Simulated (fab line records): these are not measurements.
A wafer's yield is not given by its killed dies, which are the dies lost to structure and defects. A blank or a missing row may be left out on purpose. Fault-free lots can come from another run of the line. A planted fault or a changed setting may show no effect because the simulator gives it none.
Chamber matching :: flow nand harc :: pecvd-03 running NHARC_A_SLIT_DEP_23: 3 sister chambers
The step deposits SiON, target thk 100 nm. 6 wafers are shown with their chamber, then 9 later ones without.

## WAFERS WITH THEIR CHAMBER
wafer: L084.1
chamber: 0
showerhead vpp V (V): 1149
heater power w (W): 685

wafer: L084.2
chamber: 1
showerhead vpp V (V): 1243
heater power w (W): 730

wafer: L084.3
chamber: 2
showerhead vpp V (V): 1118
heater power w (W): 615

wafer: L087.1
chamber: 2
showerhead vpp V (V): 1130
heater power w (W): 642

wafer: L087.2
chamber: 1
showerhead vpp V (V): 1253
heater power w (W): 700

wafer: L087.6
chamber: 0
showerhead vpp V (V): 1145
heater power w (W): 598

## WAFERS WITH NO CHAMBER GIVEN
wafer: L085.1
showerhead vpp V (V): 1141
heater power w (W): 696

wafer: L085.2
showerhead vpp V (V): 1147
heater power w (W): 706

wafer: L085.5
showerhead vpp V (V): 1256
heater power w (W): 789

wafer: L088.1
showerhead vpp V (V): 1143
heater power w (W): 726

wafer: L088.5
showerhead vpp V (V): 1136
heater power w (W): 667

wafer: L088.6
showerhead vpp V (V): 1251
heater power w (W): 785

wafer: L091.1
showerhead vpp V (V): 1223
heater power w (W): 781

wafer: L091.4
showerhead vpp V (V): 1165
heater power w (W): 728

wafer: L091.5
showerhead vpp V (V): 1221
heater power w (W): 787

## THE CHAMBER EACH PASSED THROUGH
wafer: L085.1
from the rows above: can't be placed: 0 or 2
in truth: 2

wafer: L085.2
from the rows above: 0
in truth: 0

wafer: L085.5
from the rows above: 1
in truth: 1

wafer: L088.1
from the rows above: can't be placed: 0 or 2
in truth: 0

wafer: L088.5
from the rows above: can't be placed: 0 or 2
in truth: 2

wafer: L088.6
from the rows above: 1
in truth: 1

wafer: L091.1
from the rows above: 1
in truth: 1

wafer: L091.4
from the rows above: 0
in truth: 0

wafer: L091.5
from the rows above: 1
in truth: 1
6 of 9 placed correctly. Can't be placed from these rows: 3 (the true chamber is among the candidates in 3). Number placed wrongly: 0.
How it was worked out, from the rows above alone: a wafer's distance from a chamber is the root of the sum, over the readings, of the square of ((its reading less the chamber's mean) divided by the reading's scatter). If the next closest chamber is less than 2 further off than the closest, the wafer can't be placed; otherwise it belongs to the closest. For every chamber, the mean is computed from those of its wafers that are shown. The scatter is the square root of a quotient: the sum, over the shown wafers, of each reading's squared deviation from its chamber's mean, divided by wafers minus chambers.
